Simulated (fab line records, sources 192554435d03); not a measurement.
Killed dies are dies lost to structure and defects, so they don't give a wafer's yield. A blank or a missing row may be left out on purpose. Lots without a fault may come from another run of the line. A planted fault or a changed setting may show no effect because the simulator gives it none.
Which tool did it? | flow n5_finfet | 23 lots, 69 wafers sampled, at 6 steps of a route of 1938

WHAT THE GAUGES READ, wafer by wafer
N5_FIN_CUT_INSPECT_17: inspects for defects (brightfield).
lot  | measured    | on                | raw_defect_count
L074 | day 2 03:53 | defect_inspect-02 | 168 200 110
L075 | day 2 11:49 | defect_inspect-02 | 192 200 179
L076 | day 2 15:24 | defect_inspect-02 | 186 141 193
L077 | day 2 21:31 | defect_inspect-01 | 175 177 277
L078 | day 3 04:13 | defect_inspect-01 | 215 189 233
L079 | day 3 10:25 | defect_inspect-01 | 257 211 302
L080 | day 3 17:28 | defect_inspect-01 | 248 220 250
L081 | day 3 21:31 | defect_inspect-02 | 260 205 192
L082 | day 4 03:32 | defect_inspect-02 | 177 188 179
L083 | day 4 10:04 | defect_inspect-01 | 305 170 170
L084 | day 4 18:42 | defect_inspect-02 | 225 266 175
L085 | day 4 22:42 | defect_inspect-02 | 194 225 302
L086 | day 5 04:49 | defect_inspect-02 | 205 184 201
L087 | day 5 12:17 | defect_inspect-01 | 179 174 160
L088 | day 5 16:48 | defect_inspect-01 | 213 231 167
L089 | day 5 22:10 | defect_inspect-01 | 373 314 252
L090 | day 6 03:29 | defect_inspect-02 | 209 168 172
L091 | day 6 09:47 | defect_inspect-02 | 246 224 224
L092 | day 6 16:50 | defect_inspect-01 | 101 196 170
L093 | day 6 23:30 | defect_inspect-01 | 245 254 205
L094 | day 7 05:13 | defect_inspect-02 | 174 177 238
L096 | day 7 17:25 | defect_inspect-02 | 169 209 222
L097 | day 7 21:44 | defect_inspect-01 | 222 250 238

N5_DUMMY_GATE_OVL_MEAS_16.
lot  | measured    | on         | GATE_OVL (nm)
L074 | day 2 21:13 | overlay-01 | -0.1 -1.0 0.1
L075 | day 3 07:47 | overlay-02 | 0.5 -0.2 0.7
L076 | day 3 09:22 | overlay-02 | -0.3 -1.2 0.4
L077 | day 3 15:52 | overlay-01 | -0.5 -0.6 -1.5
L078 | day 3 23:37 | overlay-02 | -0.7 -0.3 0.2
L079 | day 4 10:58 | overlay-02 | 0.5 0.6 -0.8
L080 | day 4 14:43 | overlay-02 | -0.7 -1.3 -0.4
L081 | day 4 21:29 | overlay-01 | 0.6 -0.1 0.1
L082 | day 4 22:57 | overlay-01 | 0.3 1.0 -0.5
L083 | day 5 05:24 | overlay-02 | 0.8 0.3 -0.7
L084 | day 5 13:52 | overlay-02 | 0.6 -0.6 0.4
L085 | day 5 18:34 | overlay-02 | 0.6 1.4 -0.1
L086 | day 5 22:26 | overlay-02 | 0.1 0.1 0.8
L087 | day 6 10:07 | overlay-01 | 0.7 0.8 -0.2
L088 | day 6 10:20 | overlay-01 | 0.3 0.6 0.8
L089 | day 6 19:54 | overlay-01 | -0.3 0.2 -0.1
L090 | day 6 21:52 | overlay-02 | -1.6 -0.9 -1.3
L091 | day 7 03:42 | overlay-02 | 0.9 0.3 1.1
L092 | day 7 10:38 | overlay-02 | 0.2 0.0 -0.7
L093 | day 7 19:35 | overlay-02 | 1.0 0.9 1.1
L094 | day 7 22:43 | overlay-02 | -0.8 -0.6 0.4
L096 | day 8 10:53 | overlay-01 | -0.8 0.7 1.3
L097 | day 8 15:23 | overlay-02 | 0.1 -0.5 -1.1

WHICH TOOL RAN EACH LOT (tool, then ch and the chambers of the sampled wafers, then the start)
lot  | N5_FIN_CUT_ETCH_30                | N5_FIN_CUT_STRIP_24               | N5_STI_FIN_REVEAL_STRIP_24        | N5_STI_FIN_REVEAL_ETCH_34
L074 | rie_diel-05 ch 0,2,3, day 2 03:00 | rie_diel-05 ch 0,2,3, day 2 03:23 | rie_diel-04 ch 0,2,3, day 2 09:35 | rie_si-01 ch 0,1,2, day 2 11:53
L075 | rie_diel-05 ch 1,2, day 2 10:40   | rie_diel-05 ch 1,2, day 2 11:03   | rie_diel-06 ch 1,2, day 2 18:20   | rie_si-03 ch 1,3, day 2 20:38
L076 | rie_diel-03 ch 2,3, day 2 14:29   | rie_diel-03 ch 2,3, day 2 14:52   | rie_diel-01 ch 0,3, day 2 21:43   | rie_si-03 ch 0,1,3, day 3 00:01
L077 | rie_diel-05 ch 0,1,2, day 2 20:38 | rie_diel-05 ch 0,1,2, day 2 21:01 | rie_diel-01 ch 0,3, day 3 04:02   | rie_si-01 ch 1,2,3, day 3 06:20
L078 | rie_diel-05 ch 1,2,3, day 3 03:20 | rie_diel-05 ch 1,2,3, day 3 03:43 | rie_diel-04 ch 0,1,3, day 3 10:22 | rie_si-02 ch 0,2,3, day 3 12:41
L079 | rie_diel-05 ch 1,2,3, day 3 09:25 | rie_diel-05 ch 1,2,3, day 3 09:49 | rie_diel-06 ch 1,2,3, day 3 16:13 | rie_si-01 ch 1,2,3, day 3 18:32
L080 | rie_diel-05 ch 0,2,3, day 3 16:27 | rie_diel-05 ch 0,2,3, day 3 16:50 | rie_diel-06 ch 0,1,2, day 3 23:10 | rie_si-03 ch 0,1,3, day 4 01:29
L081 | rie_diel-05 ch 0,1,3, day 3 20:38 | rie_diel-05 ch 0,1,3, day 3 21:02 | rie_diel-01 ch 0,1,3, day 4 03:50 | rie_si-01 ch 0,2,3, day 4 06:08
L082 | rie_diel-03 ch 0,2,3, day 4 02:38 | rie_diel-03 ch 0,2,3, day 4 03:01 | rie_diel-04 ch 0,1,3, day 4 09:21 | rie_si-02 ch 0,1,2, day 4 11:40
L083 | rie_diel-02 ch 0,2,3, day 4 09:11 | rie_diel-02 ch 0,2,3, day 4 09:34 | rie_diel-01 ch 0,2,3, day 4 16:31 | rie_si-02 ch 0,1,3, day 4 18:50
L084 | rie_diel-03 ch 1,2,3, day 4 16:35 | rie_diel-03 ch 1,2,3, day 4 16:58 | rie_diel-06 ch 0,2,3, day 5 01:56 | rie_si-01 ch 0,2,3, day 5 04:36
L085 | rie_diel-05 ch 0,1, day 4 21:41   | rie_diel-05 ch 0,1, day 4 22:04   | rie_diel-01 ch 0,2,3, day 5 04:30 | rie_si-03 ch 1,2, day 5 07:05
L086 | rie_diel-02 ch 0,2, day 5 03:06   | rie_diel-02 ch 0,2, day 5 03:29   | rie_diel-06 ch 2,3, day 5 10:43   | rie_si-02 ch 0,1, day 5 13:03
L087 | rie_diel-05 ch 0,2, day 5 11:18   | rie_diel-05 ch 0,2, day 5 11:41   | rie_diel-06 ch 0,3, day 5 18:41   | rie_si-02 ch 0,1,3, day 5 20:59
L088 | rie_diel-03 ch 0,1,2, day 5 15:51 | rie_diel-03 ch 0,1,2, day 5 16:14 | rie_diel-04 ch 0,1,2, day 5 22:33 | rie_si-03 ch 1,2, day 6 00:52
L089 | rie_diel-05 ch 1,2,3, day 5 21:17 | rie_diel-05 ch 1,2,3, day 5 21:40 | rie_diel-04 ch 1,2, day 6 03:53   | rie_si-03 ch 1,2,3, day 6 06:11
L090 | rie_diel-03 ch 2,3, day 6 02:36   | rie_diel-03 ch 2,3, day 6 02:59   | rie_diel-01 ch 0,1,2, day 6 09:16 | rie_si-03 ch 1,2,3, day 6 11:35
L091 | rie_diel-03 ch 0,1,2, day 6 08:53 | rie_diel-03 ch 0,1,2, day 6 09:16 | rie_diel-01 ch 0,1,3, day 6 15:43 | rie_si-01 ch 1,2, day 6 18:02
L092 | rie_diel-05 ch 0,1,2, day 6 15:58 | rie_diel-05 ch 0,1,2, day 6 16:20 | rie_diel-06 ch 0,1, day 6 22:58   | rie_si-02 ch 0,1,2, day 7 01:16
L093 | rie_diel-02 ch 1,2,3, day 6 22:37 | rie_diel-02 ch 1,2,3, day 6 23:01 | rie_diel-06 ch 0,1,2, day 7 05:17 | rie_si-02 ch 2,3, day 7 07:35
L094 | rie_diel-02 ch 1,2,3, day 7 04:20 | rie_diel-02 ch 1,2,3, day 7 04:43 | rie_diel-01 ch 0,1,3, day 7 11:01 | rie_si-02 ch 0,3, day 7 13:20
L096 | rie_diel-05 ch 1,2,3, day 7 16:32 | rie_diel-05 ch 1,2,3, day 7 16:55 | rie_diel-06 ch 0,1,3, day 7 23:10 | rie_si-02 ch 2,3, day 8 01:29
L097 | rie_diel-03 ch 1,3, day 7 20:47   | rie_diel-03 ch 1,3, day 7 21:10   | rie_diel-06 ch 1,2,3, day 8 03:51 | rie_si-01 ch 0,2,3, day 8 06:10
- N5_FIN_CUT_ETCH_30: etches underlayer in N2/H2, target depth 13 nm, time 10.4 s.
- N5_FIN_CUT_STRIP_24: strips in CF4.
- N5_STI_FIN_REVEAL_STRIP_24: strips in N2/H2, time 90 s.
- N5_STI_FIN_REVEAL_ETCH_34: etches Si in H2, material Si, target depth 0.97 nm.

WHAT THE TOOLS THEMSELVES READ (means of the sampled wafers that have a number; where no wafer has one, the mark that the record gives instead)
N5_FIN_CUT_ETCH_30.
lot  | tool        | drypump_motor_current_A (A) | etch_rf_on_time_s (s) | oes_product_au (a.u.) | rf_vpp_V (V) | showerhead_plenum_p_Torr (Torr) | throttle_valve_pct (%)
L074 | rie_diel-05 | 6.3                         | 10.6                  | 0.66                  | 524.7        | 2.56                            | 17.81
L075 | rie_diel-05 | 6.2                         | 10.6                  | 0.66                  | 525.5        | 2.57                            | 17.79
L076 | rie_diel-03 | 5.6                         | 10.7                  | 0.62                  | 526.7        | 2.64                            | 18.15
L077 | rie_diel-05 | 6.2                         | 10.6                  | 0.65                  | 523.9        | 2.55                            | 17.73
L078 | rie_diel-05 | 5.9                         | 10.6                  | 0.64                  | 525.5        | 2.61                            | 17.91
L079 | rie_diel-05 | 5.9                         | 10.6                  | 0.63                  | 526.7        | 2.61                            | 17.91
L080 | rie_diel-05 | 6.3                         | 10.6                  | 0.65                  | 524.2        | 2.56                            | 17.82
L081 | rie_diel-05 | 5.9                         | 10.6                  | 0.64                  | 525.1        | 2.58                            | 17.87
L082 | rie_diel-03 | 5.6                         | 10.5                  | 0.61                  | 524.7        | 2.60                            | 18.19
L083 | rie_diel-02 | 5.8                         | 10.8                  | 0.61                  | 525.0        | 2.56                            | 17.74
L084 | rie_diel-03 | 5.4                         | 10.2                  | 0.64                  | 525.5        | 2.60                            | 18.08
L085 | rie_diel-05 | 5.7                         | 10.7                  | 0.62                  | 524.6        | 2.56                            | 17.80
L086 | rie_diel-02 | 5.4                         | 10.7                  | 0.61                  | 524.3        | 2.54                            | 17.67
L087 | rie_diel-05 | 6.6                         | 10.6                  | 0.66                  | 522.7        | 2.49                            | 17.68
L088 | rie_diel-03 | 5.7                         | 10.3                  | 0.61                  | 524.3        | 2.55                            | 18.25
L089 | rie_diel-05 | 5.9                         | 10.6                  | 0.63                  | 526.5        | 2.60                            | 17.94
L090 | rie_diel-03 | 5.2                         | 10.6                  | 0.62                  | 527.6        | 2.64                            | 18.04
L091 | rie_diel-03 | 5.7                         | 10.3                  | 0.61                  | 524.4        | 2.55                            | 18.26
L092 | rie_diel-05 | 6.2                         | 10.6                  | 0.63                  | 522.7        | 2.54                            | 17.79
L093 | rie_diel-02 | 6.2                         | 10.6                  | 0.63                  | 523.2        | 2.55                            | 17.76
L094 | rie_diel-02 | 6.1                         | 10.5                  | 0.63                  | 524.1        | 2.55                            | 17.76
L096 | rie_diel-05 | 5.9                         | 10.7                  | 0.61                  | 526.1        | 2.59                            | 17.97
L097 | rie_diel-03 | 5.0                         | 10.1                  | 0.64                  | 525.6        | 2.60                            | 17.97

N5_FIN_CUT_STRIP_24.
lot  | tool        | drypump_motor_current_A (A) | oes_product_au (a.u.) | rf_vpp_V (V) | showerhead_plenum_p_Torr (Torr) | throttle_valve_pct (%)
L074 | rie_diel-05 | 6.3                         | 0.78                  | 271.8        | 1.79                            | 13.42
L075 | rie_diel-05 | 6.2                         | 0.77                  | 271.2        | 1.81                            | 13.51
L076 | rie_diel-03 | 5.6                         | 0.72                  | 272.2        | 1.84                            | 13.74
L077 | rie_diel-05 | 6.2                         | 0.77                  | 270.8        | 1.79                            | 13.44
L078 | rie_diel-05 | 5.9                         | 0.74                  | 272.1        | 1.83                            | 13.60
L079 | rie_diel-05 | 5.9                         | 0.75                  | 271.6        | 1.83                            | 13.61
L080 | rie_diel-05 | 6.3                         | 0.77                  | 271.4        | 1.79                            | 13.44
L081 | rie_diel-05 | 5.9                         | 0.74                  | 271.6        | 1.80                            | 13.55
L082 | rie_diel-03 | 5.6                         | 0.71                  | 271.6        | 1.82                            | 13.81
L083 | rie_diel-02 | 5.8                         | 0.71                  | 271.6        | 1.80                            | 13.60
L084 | rie_diel-03 | 5.4                         | 0.73                  | 271.9        | 1.83                            | 13.77
L085 | rie_diel-05 | 5.7                         | 0.73                  | 270.4        | 1.79                            | 13.58
L086 | rie_diel-02 | 5.4                         | 0.72                  | 271.7        | 1.80                            | 13.64
L087 | rie_diel-05 | 6.6                         | 0.77                  | 270.2        | 1.74                            | 13.31
L088 | rie_diel-03 | 5.8                         | 0.70                  | 271.0        | 1.80                            | 13.98
L089 | rie_diel-05 | 5.9                         | 0.73                  | 271.0        | 1.82                            | 13.66
L090 | rie_diel-03 | 5.2                         | 0.73                  | 272.3        | 1.84                            | 13.65
L091 | rie_diel-03 | 5.7                         | 0.70                  | 270.6        | 1.79                            | 13.99
L092 | rie_diel-05 | 6.2                         | 0.74                  | 270.6        | 1.78                            | 13.51
L093 | rie_diel-02 | 6.1                         | 0.74                  | 270.7        | 1.79                            | 13.47
L094 | rie_diel-02 | 6.1                         | 0.74                  | 271.0        | 1.79                            | 13.47
L096 | rie_diel-05 | 5.9                         | 0.72                  | 271.9        | 1.82                            | 13.68
L097 | rie_diel-03 | 5.0                         | 0.73                  | 271.9        | 1.83                            | 13.68

N5_STI_FIN_REVEAL_STRIP_24.
lot  | tool        | drypump_motor_current_A (A) | oes_product_au (a.u.) | rf_vpp_V (V) | showerhead_plenum_p_Torr (Torr) | temp_c (C) | throttle_valve_pct (%)
L074 | rie_diel-04 | 5.7                         | 0.82                  | 45.1         | 3.33                            | 39.95      | 11.96
L075 | rie_diel-06 | 6.1                         | 0.78                  | 45.1         | 3.29                            | 40.03      | 12.30
L076 | rie_diel-01 | 5.8                         | 0.78                  | 45.3         | 3.44                            | 40.00      | 12.35
L077 | rie_diel-01 | 5.8                         | 0.78                  | 44.7         | 3.44                            | 39.95      | 12.35
L078 | rie_diel-04 | 5.6                         | 0.80                  | 44.7         | 3.36                            | 39.93      | 12.16
L079 | rie_diel-06 | 5.8                         | 0.87                  | 46.0         | 3.32                            | 39.99      | 12.16
L080 | rie_diel-06 | 5.8                         | 0.78                  | 45.4         | 3.38                            | 40.04      | 12.14
L081 | rie_diel-01 | 5.6                         | 0.77                  | 45.3         | 3.42                            | 39.88      | 12.37
L082 | rie_diel-04 | 5.7                         | 0.79                  | 45.3         | 3.36                            | 40.02      | 12.18
L083 | rie_diel-01 | 5.6                         | 0.83                  | 45.5         | 3.41                            | 40.06      | 12.12
L084 | rie_diel-06 | 5.3                         | 0.87                  | 45.4         | 3.42                            | 40.01      | 12.01
L085 | rie_diel-01 | 5.7                         | 0.82                  | 45.9         | 3.41                            | 39.95      | 12.13
L086 | rie_diel-06 | 5.6                         | 0.90                  | 45.7         | 3.40                            | 39.95      | 12.01
L087 | rie_diel-06 | 5.1                         | 0.88                  | 45.5         | 3.37                            | 40.11      | 12.09
L088 | rie_diel-04 | 5.9                         | 0.73                  | 44.2         | 3.38                            | 39.97      | 12.18
L089 | rie_diel-04 | 6.0                         | 0.70                  | 45.4         | 3.41                            | 39.98      | 12.24
L090 | rie_diel-01 | 5.4                         | 0.83                  | 44.8         | 3.39                            | 39.86      | 12.18
L091 | rie_diel-01 | 5.6                         | 0.75                  | 44.9         | 3.41                            | 39.95      | 12.43
L092 | rie_diel-06 | 5.6                         | 0.80                  | 45.6         | 3.52                            | 40.00      | 12.01
L093 | rie_diel-06 | 5.8                         | 0.83                  | 45.4         | 3.50                            | 40.04      | 12.00
L094 | rie_diel-01 | 5.6                         | 0.75                  | 44.9         | 3.41                            | 39.98      | 12.45
L096 | rie_diel-06 | 5.5                         | 0.84                  | 44.8         | 3.46                            | 40.01      | 12.06
L097 | rie_diel-06 | 5.8                         | 0.88                  | 44.3         | 3.44                            | 39.96      | 12.06

N5_STI_FIN_REVEAL_ETCH_34.
lot  | tool      | drypump_motor_current_A (A) | oes_product_au (a.u.) | temp_c (C) | throttle_valve_pct (%)
L074 | rie_si-01 | 5.8                         | 0.993                 | 19.97      | 25.7
L075 | rie_si-03 | 5.2                         | 1.012                 | 19.98      | 25.6
L076 | rie_si-03 | 5.7                         | 1.006                 | 19.93      | 25.6
L077 | rie_si-01 | 5.2                         | 0.978                 | 20.07      | 25.9
L078 | rie_si-02 | 5.6                         | 1.010                 | 19.95      | 25.8
L079 | rie_si-01 | 5.2                         | 0.972                 | 20.04      | 25.9
L080 | rie_si-03 | 5.7                         | 1.001                 | 20.06      | 25.6
L081 | rie_si-01 | 5.5                         | 0.981                 | 19.94      | 25.8
L082 | rie_si-02 | 5.9                         | 1.028                 | 19.98      | 25.9
L083 | rie_si-02 | 5.5                         | 1.015                 | 20.00      | 26.0
L084 | rie_si-01 | 5.5                         | 0.988                 | 20.01      | 25.8
L085 | rie_si-03 | 5.5                         | 0.989                 | 19.98      | 24.9
L086 | rie_si-02 | 5.8                         | 1.014                 | 20.02      | 26.1
L087 | rie_si-02 | 5.5                         | 1.017                 | 19.99      | 26.0
L088 | rie_si-03 | 5.5                         | 0.995                 | 20.04      | 24.9
L089 | rie_si-03 | 5.4                         | 1.000                 | 19.96      | 25.4
L090 | rie_si-03 | 5.4                         | 1.005                 | 20.03      | 25.4
L091 | rie_si-01 | 5.6                         | 0.971                 | 20.06      | 25.8
L092 | rie_si-02 | 5.9                         | 1.023                 | 20.00      | 25.9
L093 | rie_si-02 | 5.5                         | 1.027                 | 19.98      | 25.3
L094 | rie_si-02 | 5.3                         | 1.014                 | 19.95      | 25.9
L096 | rie_si-02 | 5.1                         | 1.007                 | 19.94      | 25.4
L097 | rie_si-01 | 5.5                         | 0.992                 | 20.05      | 25.8

THE ANSWER, worked out from the rows above alone
Rule: what is usual is taken from the lots themselves. Put in order of their means at a reading, lots are off if they are a third of the lots or fewer, leave a main group of 4 or more, and stand apart from it by a gap of 3 or more times the standard deviation of the main group's means; of several such gaps the widest counts. A main group whose means are all the same, to the digits that the tables above print for the reading, isn't used. A lot without any number at a reading at which 4 lots or more have one is off too. The other lots that the step has rows for count as sound. The gauges are gone through in route order, then the tools' own readings, and for those a lot's mean is taken as printed above. The first step at which some lot is off is used, and at that step the reading that is off furthest; a lot without a number counts as furthest.
No lot is off at any reading shown: from this, nothing can be told.

WHAT THE SIMULATOR HAD PUT IN
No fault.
